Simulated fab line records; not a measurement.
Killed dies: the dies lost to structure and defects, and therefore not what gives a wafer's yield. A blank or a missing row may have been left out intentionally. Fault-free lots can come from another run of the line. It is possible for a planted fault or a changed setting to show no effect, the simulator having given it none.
Chamber matching + flow n5Finfet + N5_BEOL_M1_PRE_CLEAN_60 on cvdCo-02 has 3 sister chambers
The step time 15 s. 3 wafers are shown with their chamber, then 12 later ones without.

== WAFERS, EACH WITH ITS CHAMBER ==
| wafer  | chamber | heaterPowerW (W) |
|--------|---------|------------------|
| L091.2 | 2       | 103              |
| L091.4 | 1       | 67               |
| L091.6 | 0       | 93               |

== WAFERS WHOSE CHAMBER IS MISSING ==
| wafer  | heaterPowerW (W) |
|--------|------------------|
| L092.2 | 102              |
| L092.4 | 67               |
| L092.5 | 104              |
| L093.2 | 64               |
| L093.3 | 93               |
| L093.4 | 67               |
| L095.4 | 102              |
| L095.5 | 95               |
| L095.6 | 66               |
| L097.1 | 94               |
| L097.4 | 94               |
| L097.5 | 67               |

== EACH ONE'S CHAMBER ==
| wafer  | from the rows above | in truth |
|--------|---------------------|----------|
| L092.2 | 2                   | 2        |
| L092.4 | 1                   | 1        |
| L092.5 | 2                   | 2        |
| L093.2 | 1                   | 1        |
| L093.3 | 0                   | 0        |
| L093.4 | 1                   | 1        |
| L095.4 | 2                   | 2        |
| L095.5 | 0                   | 0        |
| L095.6 | 1                   | 1        |
| L097.1 | 0                   | 0        |
| L097.4 | 0                   | 0        |
| L097.5 | 1                   | 1        |
Placed correctly: 12 of 12. Can't be placed from these rows: 0. Wrongly placed: 0.
How it was worked out, from the rows above alone: a wafer's distance from a chamber is the root of the sum, over the readings, of the square of ((its reading less the chamber's mean) divided by the reading's scatter). The wafer belongs to the nearest chamber; if the next one is less than 2 further off, it can't be placed. For every chamber, the mean is computed from those of its wafers that are shown. The scatter: root of mean squared gap, hidden wafer to nearest shown wafer, with one shown wafer a chamber.
